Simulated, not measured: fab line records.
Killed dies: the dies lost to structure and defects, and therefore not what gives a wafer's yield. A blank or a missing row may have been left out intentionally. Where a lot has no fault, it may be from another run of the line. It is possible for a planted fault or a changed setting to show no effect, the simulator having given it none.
A lot that was struck, set against a sound lot ; flow n5Finfet ; 14 steps out of a route of 1938
Sound: the wafers L348.1, L348.4, L348.5. Wafers struck: L353.4, L353.5, L353.6. The cause is named last.
Per side, at each step with rows, come the tool, then ch with its chambers, and then its first start. Under that, the readings that differ: sound wafers ; struck wafers ; difference of the means ; sigmas: that difference in standard deviations of wafers without a fault.
alike: readings whose means differ by less than 2 such deviations, and words and numbers that are the same on both sides. not compared: withheld readings, readings that some wafer has no value for, bounds like >300 that may hide the same value, and numbers for which the record gives no deviation and whose values overlap.
Wherever a step has rows on one side only, a row that says differs or no value, or a row with sigmas, the two part there. Non-overlapping numbers with no deviation appear without sigmas and do not part them. A reading that every wafer of one side lacks parts them only if that side has two wafers or more.

first, 3 steps without rows for these wafers: N5_FIN_SAQP_PRECLEAN_38 (cleans in O3/DIW, time 45 s); N5_FIN_SAQP_PRECLEAN_45 (cleans in dHF, time 10 s); N5_FIN_SAQP_SRD_39 (time 30 s).
N5_FIN_SAQP_OCD_MEAS_76:
  sound on ocd-01, day 4 14:51; struck on ocd-01, day 5 20:28
  alike: trenchDepthNm
N5_FIN_SAQP_INSPECT_40: inspects for defects (brightfield).
  sound on defectInspect-02, day 4 14:53; struck on defectInspect-02, day 5 20:29
  alike: rawDefectCount
then, 7 steps without rows for these wafers: N5_FIN_CUT_COAT_18 (time 60 s, resist thk 230 nm); N5_FIN_CUT_COAT_19 (time 60 s, resist thk 20 nm); N5_FIN_CUT_COAT_29 (time 60 s, resist thk 10 nm); N5_FIN_CUT_COAT_02 (resist thk 30 nm); N5_FIN_CUT_EBR_04; N5_FIN_CUT_SOFTBAKE_03 (time 60 s); N5_FIN_CUT_EXPOSE_05 (exposes mask FIN CUT).
N5_FIN_CUT_PEB_06: peb time 60 s.
  struck on lithoTrack-01, day 5 20:51; sound on lithoTrack-04 ch 0, day 4 15:07
  no value came back on the struck wafers for chillPlateTempC (C), exhaustPa (Pa), pebTimeS (s); on the sound wafers chillPlateTempC (C) reads 23.07 23.08 23.12
then, 1 step without rows for these wafers: N5_FIN_CUT_DEVELOP_07 (develop time 30 s).

## WHERE THEY PART
Only at N5_FIN_CUT_PEB_06, within this record.

WHY: the cause the simulator had injected
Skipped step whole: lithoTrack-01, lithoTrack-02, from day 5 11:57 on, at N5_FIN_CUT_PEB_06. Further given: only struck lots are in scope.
